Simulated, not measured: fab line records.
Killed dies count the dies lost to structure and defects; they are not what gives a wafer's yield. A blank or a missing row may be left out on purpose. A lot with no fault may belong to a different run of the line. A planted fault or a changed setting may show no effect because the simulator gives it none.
A struck lot beside a sound one	flow n5_finfet	20 out of 1938 route steps
Sound: these wafers, L960.1, L960.3, L960.6. The struck wafers were L971.1, L971.2, L971.3. Last of all comes the cause.
Order at every step that has rows: each side's tool, ch and its chambers, its first start. Under that, the readings that differ: sound wafers	struck wafers	difference of the means	sigmas: that difference in standard deviations of wafers without a fault.
alike: a reading whose means differ by less than 2 such deviations, as well as words and numbers matching on both sides. not compared: withheld readings; readings where some wafer has no value; bounds like >300 that might hide an equal value; numbers whose values overlap and for which the record gives no deviation.
The two part at a step that has a row with sigmas, a row that says differs or no value, or rows on one side only. When numbers do not overlap yet have no deviation, they are printed without sigmas and do not part them. A reading that every wafer of one side lacks parts them only if that side has two wafers or more.

first, 9 steps without rows for these wafers: N5_BEOL_M3_CO_CAP_55 (material Co, precursor CCTBA/H2, target thk 2 nm, time 102.1 s); N5_BEOL_M3_PRE_CLEAN_56 (time 15 s); N5_BEOL_M3_DEP_57 (deposits SiCN from 3MS/NH3, target thk 8 nm, time 14 s); N5_BEOL_M4_ILD_DEP_00 (deposits SiOC from DEMS/O2, target thk 79 nm, time 15.3 s); N5_BEOL_M4_PECVD_72 (deposits SiO2 from TEOS/O2, target thk 16 nm, time 18 s); N5_BEOL_M4_HM_DEP_02 (deposits TiN, target thk 20 nm); N5_BEOL_M4_COAT_61 (time 60 s, resist thk 60 nm); N5_BEOL_M4_COAT_62 (time 60 s, resist thk 12 nm); N5_BEOL_M4_COAT_73 (time 60 s, resist thk 5 nm).
N5_BEOL_M4_COAT_05: resist thk 30 nm.
  sound on litho_track-04 ch 0, day 7 18:54; struck on litho_track-04 ch 0, day 10 04:48
reading	sound	struck	difference	sigmas
spin_speed_rpm (rpm)	1499.1 1500.6 1499.4	1729.5 1728.8 1728.6	+229.3	+99 or more
model.CAR-EUV_of_BEOL_M4_COAT_05.thk_nm (nm)	30 30 30	28 28 28	-2	
then, 7 steps without rows for these wafers: N5_BEOL_M4_EBR_07; N5_BEOL_M4_SOFTBAKE_06 (time 60 s); N5_BEOL_M4_EXPOSE_08 (exposes mask M4); N5_BEOL_M4_PEB_09 (peb time 60 s); N5_BEOL_M4_DEVELOP_10 (develop time 30 s); N5_BEOL_M4_DESCUM_16 (chemistry O2, time 7 s); N5_BEOL_M4_ETCH_74 (etches underlayer in N2/H2, target depth 6.5 nm, time 5.2 s).
N5_BEOL_M4_ETCH_63: etches SiARC in CF4, target depth 15.6 nm, time 26 s.
  sound on rie_diel-01 ch 2,3, day 7 19:20; struck on rie_diel-01 ch 0,1,2, day 10 05:14
reading	sound	struck	difference	sigmas
model.CAR-EUV_of_BEOL_M4_COAT_05.thk_nm (nm)	11.2 11 11.2	9.2 9.2 9.2	-1.9	
  alike: drypump_motor_current_A, etch_rf_on_time_s, oes_product_au, rf_vpp_V, showerhead_plenum_p_Torr, throttle_valve_pct
  not compared: rf_hours_counter_h
then, 1 step without rows for these wafers: N5_BEOL_M4_ETCH_64 (etches SOC in N2/H2, target depth 75 nm, overetch 22.5 nm, time 121.9 s).
N5_BEOL_M4_RC_MEAS_101:
  sound on prober-01 ch 0, day 8 01:53; struck on prober-02 ch 0, day 10 18:49
  alike: DIBL_N, DIBL_P, IOFF_N, IOFF_P, ION_N, ION_P, SS_N, SS_P, VT_N, VT_P

WHERE THEY PART
N5_BEOL_M4_COAT_05 only, going by this record. Later steps at which nothing parts them and some readings are alike: N5_BEOL_M4_ETCH_63, N5_BEOL_M4_RC_MEAS_101.

WHY: the cause the simulator had injected
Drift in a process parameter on litho_track-04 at N5_BEOL_M4_COAT_05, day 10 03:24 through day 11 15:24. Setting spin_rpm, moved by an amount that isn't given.
